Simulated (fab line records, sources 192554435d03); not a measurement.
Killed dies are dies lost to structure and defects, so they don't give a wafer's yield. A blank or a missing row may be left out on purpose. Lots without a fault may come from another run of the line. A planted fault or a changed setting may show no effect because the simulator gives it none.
fab line records | flow n5_finfet
record lots=4 wafers=12 last_day=19
route steps=1938 shown BEOL_M12@1631 BEOL_M13@1659 PASSIVATION@1936
lots that met no fault: from a run of the same line without faults
start_h: hours from the record's first day to the start of the lot's first wafer shown | wait_h: hours since the lot's step before | " the same as in the row above | L1.1+2: a row that stands for several wafers | - no value, or no start given | * or withheld: withheld | < > ~ a bound
route shown NAME@n: a module of which the file shows steps, and the number in the route of the first | usual: mean/standard deviation of fault-free wafers | same: alike in all rows | chamber/n: place in a boat | sites: the reading at each site | _std_site: their standard deviation | _edge_site: outer sites' mean less inner sites' | radius_mm: how far each site lies from the wafer's centre | mask NAME#n: copy n | behind: the tool/chamber that last shaped the wafer | hold: why the lot was held/for how many hours/how that ended | device: the transistor (n, p or np) that didn't switch | end of line: the same wafers' tests at the end of the route | a step without rows: its recipe alone | killed: dies lost to structure and defects at the first sort, not the wafer's yield | map: a wafer's dies, x killed, . not, _ none there
set.NAME: the setting as run; set.NAME@STEP: as run at that earlier step | model.NAME: the simulator's own value behind a step, which no gauge read
lots at some steps of the route; a table a step, a row a wafer
services: from which hour (start_h, from the record's first day; less than 0 if before it) a tool's chamber was out of use, for how many hours, and why
## steps
# step N5_BEOL_M12_HARDBAKE_32
# recipe temp_c=130 time_s=120
# step N5_BEOL_M12_DESCUM_33
# recipe chemistry=O2 time_s=7.9 source_power_w=50 bias_power_w=20 pressure_mtorr=20 rf_frequency_hz=2.712e+07 temp_c=40 o2_flow_sccm=225
# step N5_BEOL_M12_ETCH_67
# recipe chemistry=CF4 target=SiARC target_depth_a=1430 time_s=238.3 ion_energy_ev=80 pressure_mtorr=40 source_w=545 bias_w=36 Ar_flow_sccm=100 cf4_flow_sccm=100 ends=cleared
# step N5_BEOL_M12_ETCH_68
# recipe chemistry=N2/H2 target=SOC mask_material=SiARC source_w=3000 bias_w=350 temp_c=40 time_s=285 ion_energy_ev=200 pressure_mtorr=30 n2_flow_sccm=200 h2_flow_sccm=200
# step N5_BEOL_M12_STRIP_69
# recipe chemistry=N2/H2 temp_c=40 n2_flow_sccm=200 h2_flow_sccm=200 rf_frequency_hz=6e+07
# step N5_BEOL_M12_TRENCH_ETCH_34
# recipe chemistry=C4F8/O2/Ar target=SiOC target_depth_a=3189.5 mask_material=SOC pressure_mtorr=30 source_w=3000 bias_w=700 Ar_flow_sccm=400 C4F8_flow_sccm=15 O2_flow_sccm=8 he_inner_torr=15 he_outer_torr=30 time_s=125.5 ion_energy_ev=250
# step N5_BEOL_M12_STRIP_70
# recipe chemistry=C4F8/O2/Ar resist=SiARC rf_frequency_hz=6e+07
# step N5_BEOL_M12_STRIP_37
# recipe chemistry=N2/H2 power_w=1000 temp_c=250 h2_frac=0.65 overash_fraction=0.3 pressure_mtorr=withheld n2_flow_sccm=1750 h2_flow_sccm=3250
# step N5_BEOL_M12_ETCH_38
# recipe chemistry=CF4/N2 target=SiCN target_depth_a=687 taper_deg=2 time_s=73.4 ion_energy_ev=150 mask_material=SiO2 pressure_mtorr=40 source_w=430 bias_w=70 Ar_flow_sccm=100 cf4_flow_sccm=60 n2_flow_sccm=60
# usual bias_w=69.99/0.2 drypump_motor_current_A=5.73/0.27 oes_product_au=0.83/0.06 rf_vpp_V=382.8/1.8 showerhead_plenum_p_Torr=2.24/0.064 throttle_valve_pct=15.30/0.22
# columns lot.wafer tool chamber start_h wait_h bias_w drypump_motor_current_A oes_product_au rf_hours_counter_h rf_vpp_V showerhead_plenum_p_Torr throttle_valve_pct
L366.1 rie_diel-04 1 323.05 - 69.86 6.04 0.88 50 383.9 2.23 15.31
L366.4 " 2 " " 70.32 5.44 1.00 1 383.9 2.35 15.41
L366.5 " 1 " " 70.05 6.02 0.87 - 382.7 2.23 15.31
L374.3 rie_diel-05 2 384.28 - 70.17 6.15 0.75 149 381.6 2.20 15.69
L374.5 " 1 " " 70.08 5.80 0.80 - 380.9 2.22 15.06
L374.6 " 2 " " 70.00 6.12 0.75 - 382.1 2.20 15.70
L375.4 rie_diel-04 1 415.08 - 69.74 6.01 0.84 77 382.8 2.22 15.36
L375.5 " 0 " " 69.68 5.45 0.86 - 380.6 2.16 15.13
L375.6 " 1 " " 69.64 6.03 0.85 - 383.5 2.22 15.37
L376.2 rie_diel-04 3 415.18 - 69.46 6.02 0.79 120 383.3 2.32 15.53
L376.3 " 1 " " 70.08 5.96 0.84 77 381.1 2.22 15.36
L376.6 " 3 " " 70.05 6.05 0.78 - 385.5 2.32 15.53
# step N5_BEOL_M12_PRECLEAN_39
# recipe chemistry=residue_remover time_s=60 temp_c=40
# step N5_BEOL_M12_SRD_40
# recipe time_s=30 temp_c=23 rinse_liquid=diw dry=n2_spin spin_rpm=1500 dry_time_s=30
# step N5_BEOL_M12_DEGAS_41
# recipe ambient=vacuum temp_c=250 time_s=60
# step N5_BEOL_M12_PRE_CLEAN_42
# recipe gas=H2/He time_s=30 temp_c=250
# step N5_BEOL_M12_SPUTTER_43
# recipe material=TaN target_thk_a=150 temp_c=50 bias_v=168.6 power_w=15000 chamber_pressure_pa=0.12 time_s=24.19
# step N5_BEOL_M12_SPUTTER_44
# recipe material=Ta target_thk_a=100 temp_c=50 bias_v=80 power_w=15000 chamber_pressure_pa=0.07 time_s=16.13
# step N5_BEOL_M12_SPUTTER_45
# recipe material=Cu target_thk_a=800 temp_c=-20 bias_v=60 power_w=26000 chamber_pressure_pa=0.13 time_s=13.33
# step N5_BEOL_M12_ECD_47
# recipe material=Cu target_thk_a=7200
# step N5_BEOL_M12_ANNEAL_48
# recipe temp_c=225 time_s=90 ambient=N2
# step N5_BEOL_M12_CMP_49
# recipe stop_on=SiOC t_overpolish_s=20.6 down_force_psi=1 platen_rpm=50 clearing_platen_down_force_psi=1.5 clearing_platen_rpm=50 post_cmp_clean=cu_alkaline target_thk_nm=320 clearing_platen_pad_velocity_m_s=0.99484 pad_velocity_m_s=0.99484
# step N5_BEOL_M12_PRE_CLEAN_52
# recipe gas=NH3 time_s=15 temp_c=withheld rf_power_w=300
# step N5_BEOL_M12_DEP_53
# recipe material=SiCN target_thk_a=300 temp_c=withheld precursor=3MS/NH3 pressure_torr=3 rf_w=675 time_s=10.5
# step N5_BEOL_M13_ILD_DEP_00
# recipe material=SiOC target_thk_a=8379.2 temp_c=350 precursor=DEMS/O2 pressure_torr=5 rf_w=500 time_s=166.4
# step N5_BEOL_M13_COAT_58
# recipe resist=BARC temp_c=205 time_s=60 spin_rpm=1500 resist_thk_nm=89
# step N5_BEOL_M13_COAT_04
# recipe spin_rpm=1625 resist_thk_nm=400
# step N5_BEOL_M13_EBR_06
# recipe solvent=PGMEA ebr_width_mm=1.5
# step N5_BEOL_M13_SOFTBAKE_05
# recipe temp_c=130 time_s=60
# step N5_BEOL_M13_EXPOSE_07
# recipe mask_id=V12 na=0.93 source_shape=conventional sigma_outer=0.6 polarization=unpolarized attpsm_phase_deg=180 dose_mj=24.8
# step N5_BEOL_M13_PEB_08
# recipe peb_temp_c=130 peb_time_s=90
# step N5_BEOL_M13_DEVELOP_09
# recipe develop_time_s=45 rinse_liquid=diw dry=air_spin dev_temp_c=21
# step N5_BEOL_M13_HARDBAKE_14
# recipe temp_c=130 time_s=120
# step N5_BEOL_M13_DESCUM_15
# recipe chemistry=O2 time_s=7.9 source_power_w=50 bias_power_w=20 pressure_mtorr=20 rf_frequency_hz=2.712e+07 temp_c=40 o2_flow_sccm=225
# step N5_PASSIVATION_PROBE_49
# usual defect_limited_yield=91.1/1.4 killed_at_M0_to_M3=36/11 killed_at_M4_up=14/5.2 killed_at_contacts=12/6.1 killed_at_front_end=40/12 killed_at_other=3.2/2.5 killed_dies=105/16 killed_on_rim=14/4.4 killed_open=68/12 killed_short=35/8.7 sort_bin_5_function=5.2/0.89 sort_bin_6_memory=3.3/0.66 sort_n_pass=1074/16 sort_yield_pct=91.1/1.4
# same gross_dies=1180 killed_at_back_side=0 sort_bin_4_leakage[%]=0 sort_bin_8_speed[%]=0
# columns lot.wafer tool chamber start_h wait_h defect_limited_yield[%] killed_at_M0_to_M3 killed_at_M4_up killed_at_contacts killed_at_front_end killed_at_other killed_dies killed_on_rim killed_open killed_short sort_bin_5_function[%] sort_bin_6_memory[%] sort_n_pass sort_yield_pct[%]
L375.4 prober-01 - 448.96 0.2 87.3 27 53 16 48 6 150 34 66 31 6.9 3.6 1030 87.3
L375.6 prober-01 - 449.06 0.3 88.8 29 63 8 28 4 132 29 55 25 6.6 3.4 1048 88.8
L376.3 prober-01 - 453.35 0.1 84.8 64 52 28 33 2 179 30 74 59 9.4 4.2 1001 84.8
# killed by level:class
L375.4 BEOL_M12:unspecified=47 MOL_CONTACT_COAG:geometric_particle:open=11 FIN_SAQP:geometric_particle:open=8 DUMMY_GATE:geometric_particle:open=8 FIN_SAQP:geometric_particle:short=6 STI_FIN_REVEAL:geometric_particle:open=6 BEOL_M1:geometric_particle:open=6 BEOL_M3:geometric_particle:open=6
L375.6 BEOL_M12:unspecified=49 BEOL_M0_SAQP:geometric_particle:open=8 FIN_SAQP:geometric_particle:open=7 MOL_CONTACT_COAG:geometric_particle:open=7 BEOL_M0_SAQP:geometric_particle:short=6 BEOL_M3:geometric_particle:open=6 FIN_SAQP:geometric_particle:short=5 DUMMY_GATE:geometric_particle:open=5
L376.3 BEOL_M12:unspecified=42 MOL_CONTACT_COAG:geometric_particle:open=23 BEOL_M0_SAQP:geometric_particle:short=22 BEOL_M0_SAQP:geometric_particle:open=14 FIN_SAQP:geometric_particle:short=9 BEOL_M2:geometric_particle:open=8 BEOL_M1:geometric_particle:short=8 FIN_SAQP:geometric_particle:open=5
# map L375.4 (x killed, . not)
_________________...x.x.....x________________
______________......x.........x._____________
___________........................__________
__________..x.....................x._________
________...........x....x.........x..._______
_______...............................x______
______....x.........x................x.._____
_____.x......x.x..................x...x..____
____.x........x.x................x...x....___
___x......x...........................x...x__
___.....x............x.....................__
__...x.................................x..xx_
__......x.....x..x.................x........_
_.............x.........x......x.........x...
_..........x.....................x.....x....x
_x.....x..................x...............x..
_..x...x......x..........................xx..
_..x..........x.....x.............x.....x....
_..........................x...x...........x.
_....................xxx...x...........x.....
_..x.......x..........xx...x........x.x....x.
__...........x.................x............_
__.....x.x..x..............................._
___......x...................x..........x..__
___.....xxx................................__
____..xxx.xx..................x...........___
_____xxxxxx.xx.x...x..........x..........____
______xxxxxx.x.........................._____
_______xxxxxxx.x...x.x.......x.........______
________xxxxxx...x..........x........._______
__________xxxxx..x....x......x......_________
___________xxxxx.....x.....x.....x.__________
______________...x....x........._____________
_________________......x...x.________________
# map L376.3 (x killed, . not)
_________________.......x....________________
______________.................._____________
___________..........xx.x.....x....__________
__________....x......x...x.xx......._________
________......................x......._______
_______...xx..................x..xx....______
______........x..x.............x.....x.x_____
_____.....xx....x..x...x....x........x...____
____.....x....................x..x....x...___
___......x.............................x...__
___.x.......x..x........x.x...x............__
__................x....x....x..........x...._
__....x....x.....................x.........._
_.............xx....x....x........x...x......
_x..x..x.........x..............x.....x.x....
_.x...x............x...xx........x...........
_.xx.....x......x...x...x.......x....x.......
_xx...........x.......................x...x.x
_...............x.........................x..
_.xxx........x.....x.................x.......
_.....x.............x........................
__x..x...x.x.................x.............._
__.......x....................x......x......_
___...x..xxx.........x........x.....x......__
___.xxx.x.x.x.x.........x..................__
____xxxx.x................................___
_____x.xx.xxxxx............x............x____
______xxxxxxx...x.............xx.....x.._____
_______xxxxx.xxx...........x..x........______
________xxxxxx..............x.......x._______
__________xxxxx..xx..............x.._________
___________xxxxx.x...x..........x..__________
______________xx..x......x......_____________
_________________..x......x..________________
## services
# columns tool chamber start_h hours kind
rie_diel-04 1 326.00 10.0 repair
rie_diel-05 0 329.85 3.2 repair
rie_diel-05 - 339.29 2.8 pm
rie_diel-04 - 341.02 0.3 repair
rie_diel-05 1 355.98 1.7 repair
rie_diel-04 - 391.12 0.2 repair
## key
first_sign step=N5_PASSIVATION_PROBE_49 reading=killed_at_M4_up direction=up sigmas=8.1 usual=14 struck=56
effect step=N5_PASSIVATION_PROBE_49 reading=killed_dies direction=up sigmas=2.9 usual=105 struck=154
more_kills_born_at N5_BEOL_M12_ETCH_38@rie_diel-04=138
met_at N5_BEOL_M12_ETCH_38
struck_wafers L375.4,L375.6,L376.3
onset_between 323.05 415.08
fault kind=chamber_particle_source tool=rie_diel-04 chamber=1 onset_h=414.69 steps=N5_BEOL_M12_ETCH_38 rate_per_visit_cm2=0.47575 end_h=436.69
